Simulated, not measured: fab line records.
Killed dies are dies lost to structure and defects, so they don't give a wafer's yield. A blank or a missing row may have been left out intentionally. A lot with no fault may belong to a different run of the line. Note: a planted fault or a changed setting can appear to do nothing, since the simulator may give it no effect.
A struck lot beside a sound one ; flow n5-finfet ; 40 out of 1938 route steps
Sound: the wafers L851.1, L851.4, L851.6. Struck: wafer L855.2 (L855.4, L855.5, from the same lot, were not struck and are left out); the cause is given at the end.
Per side, at each step with rows, come the tool, then ch with its chambers, and then its first start. Under that, the readings that differ: sound wafers ; struck wafers ; difference of the means ; sigmas: that difference in standard deviations of wafers without a fault.
alike: same words and numbers on both sides, and readings whose means sit less than 2 such deviations apart. not compared: any withheld reading, any reading some wafer has no value for, any bound like >300 that may hide the same value, and any number with overlapping values for which the record gives no deviation.
The two part at a step that has a row with sigmas, a row that says differs or no value, or rows on one side only. Non-overlapping numbers with no deviation appear without sigmas and do not part them. A reading that every wafer of one side lacks parts them only if that side has two wafers or more.

first, 12 steps without rows for these wafers: N5_MOL_CONTACT_COAG_PRECLEAN_111 (cleans in NF3:NH3, afs cycles 1, time 20 s, sublimation time 60 s); N5_MOL_CONTACT_COAG_TI_SIL_19 (material Ti, target thk 4.2 nm, time 15 s); N5_MOL_CONTACT_COAG_ALD_20 (deposits TiN, target thk 1.5 nm, pulse time 1 s, purge time 3 s); N5_MOL_CONTACT_COAG_SIL_ANNEAL_21 (time 60 s); N5_MOL_CONTACT_COAG_PRE_CLEAN_141 (time 60 s); N5_MOL_CONTACT_COAG_SPUTTER_143 (material Co, target thk 2.5 nm); N5_MOL_CONTACT_COAG_CO_FILL_22 (material Co, precursor CCTBA/H2, target thk 20 nm); N5_MOL_CONTACT_COAG_ANNEAL_113 (time 300 s); N5_MOL_CONTACT_COAG_PRE_CLEAN_142 (time 60 s); N5_MOL_CONTACT_COAG_SPUTTER_130 (material Co, target thk 47.5 nm); N5_MOL_CONTACT_COAG_PRECLEAN_125 (cleans in DIW, time 57.5 s); N5_MOL_CONTACT_COAG_SRD_126 (dry time 32 s).
N5_MOL_CONTACT_COAG_CMP_23: polishes, stops on SiO2, t overpolish 1.5 s, target thk 0 nm.
  sound on cmp-03 ch 0,2, day 5 07:41; struck on cmp-03 ch 0, day 6 02:58
reading;sound;struck;difference;sigmas
model.SiNx_of_GATE_CUT_SAC_CAP_01.thk-nm (nm);18.2 18.2 18.2;16.6;-1.6;
  alike: motor-current-A, overpolish-run-s, time-to-endpoint-s
then, 3 steps without rows for these wafers: N5_MOL_CONTACT_COAG_WET_ETCH_26 (target Co, target depth 13 nm); N5_MOL_CONTACT_COAG_WET_ETCH_116 (etches the open film in SC1-inhibited, target depth 4.6 nm, rinse time 30 s); N5_MOL_CONTACT_COAG_ALD_27 (deposits SiOC, target thk 17 nm, pulse time 1.5 s, time 2720 s).
N5_MOL_CONTACT_COAG_CMP_28: polishes, stops on SiNx, t overpolish 0.85 s, target thk 14.522 nm.
  sound on cmp-04 ch 1,2,3, day 5 10:26; struck on cmp-02 ch 3, day 6 05:19
reading;sound;struck;difference;sigmas
model.SiNx_of_GATE_CUT_SAC_CAP_01.thk-nm (nm);17.8 18 18;16.2;-1.7;
  alike: motor-current-A
N5_MOL_CONTACT_COAG_THK_MEAS_29:
  sound on film-metro-02 at day 5 10:41; struck on film-metro-02 at day 6 05:37
reading;sound;struck;difference;sigmas
MD_CAP_THK (nm);17.84 17.90 17.89;16.26;-1.62;-20
then, 19 steps without rows for these wafers: N5_MOL_CONTACT_COAG_ALD_123 (deposits SiNx, target thk 5 nm, pulse time 1 s, purge time 2 s); N5_MOL_CONTACT_COAG_PECVD_31 (deposits SiO2 from TEOS/O2, target thk 46 nm, time 8.9 s); N5_MOL_CONTACT_COAG_COAT_75 (time 60 s, resist thk 60 nm); N5_MOL_CONTACT_COAG_COAT_76 (time 60 s, resist thk 10 nm); N5_MOL_CONTACT_COAG_COAT_77 (time 60 s, resist thk 10 nm); N5_MOL_CONTACT_COAG_COAT_78 (resist thk 40 nm); N5_MOL_CONTACT_COAG_EBR_80; N5_MOL_CONTACT_COAG_SOFTBAKE_79 (time 60 s); N5_MOL_CONTACT_COAG_EXPOSE_81 (exposes mask VG, defocus 0 nm); N5_MOL_CONTACT_COAG_PEB_82 (peb time 60 s); N5_MOL_CONTACT_COAG_DEVELOP_83 (develop time 30 s); N5_MOL_CONTACT_COAG_DESCUM_88 (chemistry O2, time 7 s); N5_MOL_CONTACT_COAG_ETCH_89 (etches underlayer in N2/H2, target depth 13 nm, time 10.4 s); N5_MOL_CONTACT_COAG_ETCH_90 (etches SiARC in CF4, target depth 13 nm, time 21.7 s); N5_MOL_CONTACT_COAG_ALD_131 (deposits SiO2, target thk 5 nm, pulse time 1 s, co reactant pulse time 1 s); N5_MOL_CONTACT_COAG_ETCHBACK_132 (etches SiO2 in CHF3, target depth 10 nm, time 6.7 s); N5_MOL_CONTACT_COAG_ETCH_91 (etches SOC in N2/H2, target depth 60 nm, overetch 21 nm, time 101.2 s); N5_MOL_CONTACT_COAG_STRIP_92 (strips in N2/H2); N5_MOL_CONTACT_COAG_STRIP_93 (strips in N2/H2).
N5_MOL_CONTACT_COAG_ETCH_47: etches SiNx in CH3F/O2, stops on W, target depth 27 nm.
  sound on rie-diel-02 ch 0,3, day 5 12:38; struck on rie-diel-05 ch 2, day 6 07:46
reading;sound;struck;difference;sigmas
etch-rf-on-time-s (s);31.8 31.6 32.0;29.1;-2.7;-5
model.etch.t-clear-s (s);26.5 26.35 26.68;24.24;-2.27;
model.etch.depth-nm (nm);17.87 17.9 17.92;16.25;-1.65;
model.MOL_CONTACT_COAG.feature-depth-nm (nm);18.4 18.6 18.6;16.8;-1.7;
  alike: drypump-motor-current-A, oes-product-au, rf-vpp-V, showerhead-plenum-p-Torr, throttle-valve-pct
  not compared: rf-hours-counter-h
-- a jump in the record: the struck wafers' starts before and after are 5 days apart (it breaks off in module MOL_CONTACT_COAG and resumes in module BEOL_M4, where the first step shown is number 1111 of the route) --
N5_BEOL_M4_RC_MEAS_101:
  sound on prober-02 ch 0, day 9 11:40; struck on prober-01 ch 0, day 10 22:37
  alike: DIBL_N, DIBL_P, IOFF_N, IOFF_P, ION_N, ION_P, SS_N, SS_P, VT_N, VT_P
-- record jumps: 4 days separate the struck wafers' starts on either side; left off in module BEOL_M4, taken up again in module PASSIVATION, whose first shown step is the route's number 1936 --
N5_PASSIVATION_PROBE_49:
  sound on prober-01 at day 14 00:14; struck on prober-01 at day 15 00:36
  alike: defect-limited-yield, killed_at_M0_to_M3, killed_at_M4_up, killed-at-contacts, killed-at-front-end, killed-at-other, killed-dies, killed-on-rim, killed-open, killed-short, sort_bin_5_function, sort_bin_6_memory, sort-n-pass, sort-yield-pct

## WHERE THEY PART
First at N5_MOL_CONTACT_COAG_THK_MEAS_29; last, within this record, at N5_MOL_CONTACT_COAG_ETCH_47. Later steps at which nothing parts them and some readings are alike: N5_BEOL_M4_RC_MEAS_101, N5_PASSIVATION_PROBE_49.

WHY: whatever the simulator had introduced
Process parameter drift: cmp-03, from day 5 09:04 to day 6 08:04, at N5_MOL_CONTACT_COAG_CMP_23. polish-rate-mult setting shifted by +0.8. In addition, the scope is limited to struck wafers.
